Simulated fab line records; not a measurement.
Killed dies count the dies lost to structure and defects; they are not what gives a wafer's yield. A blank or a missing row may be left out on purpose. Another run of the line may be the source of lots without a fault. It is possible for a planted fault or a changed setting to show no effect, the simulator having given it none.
Chamber matching | flow n5-finfet | N5_BEOL_M9_CMP_52 on cmp-02: 4 sister chambers
The step polishes, stops on SiCOH lowk, t overpolish 7 s, target thk 140 nm. 14 wafers are shown with their chamber, then 7 later ones without.

## WAFERS, EACH WITH ITS CHAMBER
wafer  | chamber | motor-current-A (A) | barrier-field-endpoint-s (s) | overpolish-run-s (s)
L074.1 | 1       | 6.5                 | 28.8                         | 6.993
L074.3 | 2       | 6.8                 | 28.4                         | 7.010
L074.6 | 1       | 6.2                 | 28.8                         | 6.981
L075.1 | 0       | 6.6                 | 28.3                         | 6.998
L075.4 | 1       | 6.6                 | 30.1                         | 6.995
L075.5 | 2       | 6.5                 | 29.3                         | 6.992
L076.4 | 2       | 6.5                 | 28.6                         | 6.992
L076.5 | 0       | 6.7                 | 28.3                         | 7.011
L076.6 | 3       | 5.7                 | 28.7                         | 6.999
L086.2 | 0       | 6.6                 | 29.3                         | 7.009
L086.3 | 3       | 5.7                 | 29.2                         | 7.014
L086.6 | 1       | 6.5                 | 30.6                         | 6.991
L087.1 | 3       | 5.5                 | 29.4                         | 6.993
L087.5 | 1       | 6.7                 | 29.9                         | 6.994

SIGNATURES (means of the wafers above)
reading                  | chamber 0 | chamber 1 | chamber 2 | chamber 3 | scatter within a chamber
motor-current-A          | 6.633     | 6.500     | 6.600     | 5.633     | 0.153
barrier-field-endpoint-s | 28.633    | 29.640    | 28.767    | 29.100    | 0.631
overpolish-run-s         | 7.00600   | 6.99080   | 6.99800   | 7.00200   | 0.00823
Rule: for a wafer and a chamber, the distance is found by dividing, reading by reading, the gap between the wafer's reading and the chamber's mean by the reading's scatter, squaring, summing and taking the root. The wafer belongs to the nearest chamber; if the next one is less than 2 further off, it can't be placed. The scatter: take each reading less its chamber's mean, square it, sum over the shown wafers, divide by the number of wafers less the number of chambers, and take the root.

## WAFERS WITHOUT THEIR CHAMBER
wafer  | motor-current-A (A) | barrier-field-endpoint-s (s) | overpolish-run-s (s)
L087.6 | 6.6                 | 29.7                         | 7.001
L091.2 | 6.7                 | 29.2                         | 7.014
L091.4 | 6.5                 | 28.3                         | 7.006
L091.6 | 6.2                 | 29.8                         | 7.008
L094.1 | 5.8                 | 29.3                         | 6.990
L094.4 | 6.6                 | 29.3                         | 6.989
L094.5 | 6.7                 | 30.0                         | 7.003

## CHAMBER TAKEN BY EACH
wafer  | from the rows above               | in truth
L087.6 | can't be placed: 1 or 2 or 0      | 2
L091.2 | can't be placed: 0 or 2 or 1      | 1
L091.4 | can't be placed: 0 or 2 or 1      | 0
L091.6 | can't be placed: 1 or 2 or 0 or 3 | 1
L094.1 | 3                                 | 3
L094.4 | can't be placed: 1 or 2 or 0      | 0
L094.5 | can't be placed: 1 or 2 or 0      | 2
1 of 7 placed correctly. Cannot be placed on the basis of these rows: 6; the candidates contain the true chamber in 6. 0 placed wrongly.
